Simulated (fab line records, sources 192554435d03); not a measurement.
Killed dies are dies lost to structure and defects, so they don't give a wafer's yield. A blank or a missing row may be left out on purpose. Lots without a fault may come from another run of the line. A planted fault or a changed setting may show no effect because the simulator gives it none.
Which tool did it? | flow n5_finfet | 12 lots, 36 wafers sampled, at 4 steps of a route of 1938

WHAT THE GAUGES READ, wafer by wafer
N5_BEOL_M1_INSPECT_59: inspects for defects (darkfield).
lot  | measured     | on                | raw_defect_count
L075 | day 6 13:16  | defect_inspect-02 | 52 109 102
L077 | day 7 09:44  | defect_inspect-01 | 55 36 49
L079 | day 7 21:16  | defect_inspect-02 | 60 102 68
L081 | day 8 04:30  | defect_inspect-01 | 52 40 51
L084 | day 8 18:24  | defect_inspect-01 | 80 47 45
L085 | day 9 06:57  | defect_inspect-01 | 87 63 60
L087 | day 9 17:15  | defect_inspect-02 | 136 157 131
L089 | day 10 02:31 | defect_inspect-02 | 76 73 59
L091 | day 10 12:53 | defect_inspect-01 | 82 135 102
L093 | day 11 01:59 | defect_inspect-02 | 80 125 54
L095 | day 11 17:59 | defect_inspect-02 | 89 61 60
L097 | day 12 06:16 | defect_inspect-02 | 46 26 59

WHICH TOOL RAN EACH LOT (tool, then ch and the chambers of the sampled wafers, then the start)
lot  | N5_BEOL_M1_HM_OPEN_17             | N5_BEOL_M1_ALD_98                 | N5_BEOL_M1_PRE_CLEAN_60
L075 | rie_metal-02 ch 0, day 6 04:37    | ald_sin-04 ch 0,1,2, day 6 05:36  | cvd_co-02 ch 0,2, day 6 12:58
L077 | rie_metal-03 ch 1, day 6 19:31    | ald_sin-02 ch 0,2,3, day 6 20:19  | cvd_co-01 ch 0,1, day 7 09:29
L079 | rie_metal-01 ch 0,1, day 7 10:06  | ald_sin-02 ch 2,3, day 7 11:17    | cvd_co-01 ch 0,1, day 7 21:01
L081 | rie_metal-01 ch 0, day 7 19:36    | ald_sin-02 ch 0,1,3, day 7 21:28  | cvd_co-01 ch 0,1, day 8 04:15
L084 | rie_metal-03 ch 0, day 8 12:38    | ald_sin-01 ch 2,3, day 8 13:42    | cvd_co-02 ch 0,1,2, day 8 18:10
L085 | rie_metal-03 ch 0, day 8 23:51    | ald_sin-01 ch 0,1, day 9 00:50    | cvd_co-01 ch 0,1, day 9 06:42
L087 | rie_metal-03 ch 0, day 9 07:40    | ald_sin-02 ch 1,3, day 9 08:46    | cvd_co-01 ch 0,1,2, day 9 17:00
L089 | rie_metal-03 ch 0, day 9 18:10    | ald_sin-04 ch 1,2, day 9 19:03    | cvd_co-02 ch 1,2, day 10 02:16
L091 | rie_metal-03 ch 1, day 10 06:28   | ald_sin-04 ch 0,2,3, day 10 07:29 | cvd_co-01 ch 0,1,2, day 10 12:36
L093 | rie_metal-03 ch 0,1, day 10 17:17 | ald_sin-04 ch 1,2, day 10 18:08   | cvd_co-02 ch 0,2, day 11 01:44
L095 | rie_metal-01 ch 1, day 11 10:13   | ald_sin-02 ch 0,2,3, day 11 11:20 | cvd_co-01 ch 0,2, day 11 17:44
L097 | rie_metal-02 ch 1, day 11 23:09   | ald_sin-04 ch 0,1,2, day 12 00:10 | cvd_co-02 ch 1,2, day 12 06:01
- N5_BEOL_M1_HM_OPEN_17: chemistry Cl2/BCl3, target TiN, target depth 20 nm, overetch 6 nm.
- N5_BEOL_M1_ALD_98: deposits SiO2, target thk 2.5 nm, pulse time 1 s, co reactant pulse time 1 s.
- N5_BEOL_M1_PRE_CLEAN_60: time 15 s.

THE ANSWER, worked out from the rows above alone
Rule: what is usual is taken from the lots themselves. Put in order of their means at a reading, lots are off if they are a third of the lots or fewer, leave a main group of 4 or more, and stand apart from it by a gap of 3 or more times the standard deviation of the main group's means; of several such gaps the widest counts. A main group whose means are all the same, to the digits that the tables above print for the reading, isn't used. A lot without any number at a reading at which 4 lots or more have one is off too. The other lots that the step has rows for count as sound.
No lot is off at any reading shown: from this, nothing can be told.

WHAT THE SIMULATOR HAD PUT IN
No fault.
